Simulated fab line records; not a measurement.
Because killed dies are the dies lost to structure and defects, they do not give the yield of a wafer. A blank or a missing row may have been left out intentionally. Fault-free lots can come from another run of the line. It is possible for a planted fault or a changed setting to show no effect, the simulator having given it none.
Chamber matching :: flow n5Finfet :: 4 sister chambers for N5_BEOL_M0_SAQP_MANDREL_ETCH_20 on rieSi-05
The step etches a-Si in HBr/Cl2, stops on SiNx, target depth 60 nm, bt time 10 s, time 30 s. 4 wafers are shown with their chamber, then 9 later ones without.

WAFERS PAIRED WITH THEIR CHAMBERS
wafer: L089.6
chamber: 0
drypumpMotorCurrentA (A): 5.3

wafer: L091.2
chamber: 1
drypumpMotorCurrentA (A): 6.1

wafer: L091.3
chamber: 3
drypumpMotorCurrentA (A): 5.8

wafer: L091.5
chamber: 2
drypumpMotorCurrentA (A): 6.4

WAFERS WHOSE CHAMBER IS MISSING
wafer: L093.3
drypumpMotorCurrentA (A): 5.8

wafer: L093.5
drypumpMotorCurrentA (A): 6.4

wafer: L093.6
drypumpMotorCurrentA (A): 5.8

wafer: L095.2
drypumpMotorCurrentA (A): 6.1

wafer: L095.5
drypumpMotorCurrentA (A): 5.3

wafer: L095.6
drypumpMotorCurrentA (A): 6.1

wafer: L096.4
drypumpMotorCurrentA (A): 6.2

wafer: L096.5
drypumpMotorCurrentA (A): 5.3

wafer: L096.6
drypumpMotorCurrentA (A): 6.4

CHAMBER TAKEN BY EACH
wafer: L093.3
from the rows above: 3
in truth: 3

wafer: L093.5
from the rows above: 2
in truth: 2

wafer: L093.6
from the rows above: 3
in truth: 3

wafer: L095.2
from the rows above: 1
in truth: 1

wafer: L095.5
from the rows above: 0
in truth: 0

wafer: L095.6
from the rows above: 1
in truth: 1

wafer: L096.4
from the rows above: 1
in truth: 1

wafer: L096.5
from the rows above: 0
in truth: 0

wafer: L096.6
from the rows above: 2
in truth: 2
9 of 9 placed correctly. Not placeable from these rows: 0. Wrongly placed: 0.
How it was worked out, from the rows above alone: a wafer's distance from a chamber is the root of the sum, over the readings, of the square of ((its reading less the chamber's mean) divided by the reading's scatter). If the next closest chamber is less than 2 further off than the closest, the wafer can't be placed; otherwise it belongs to the closest. The mean given for a chamber averages the wafers shown for that chamber. The scatter: root of mean squared gap, hidden wafer to nearest shown wafer, with one shown wafer a chamber.
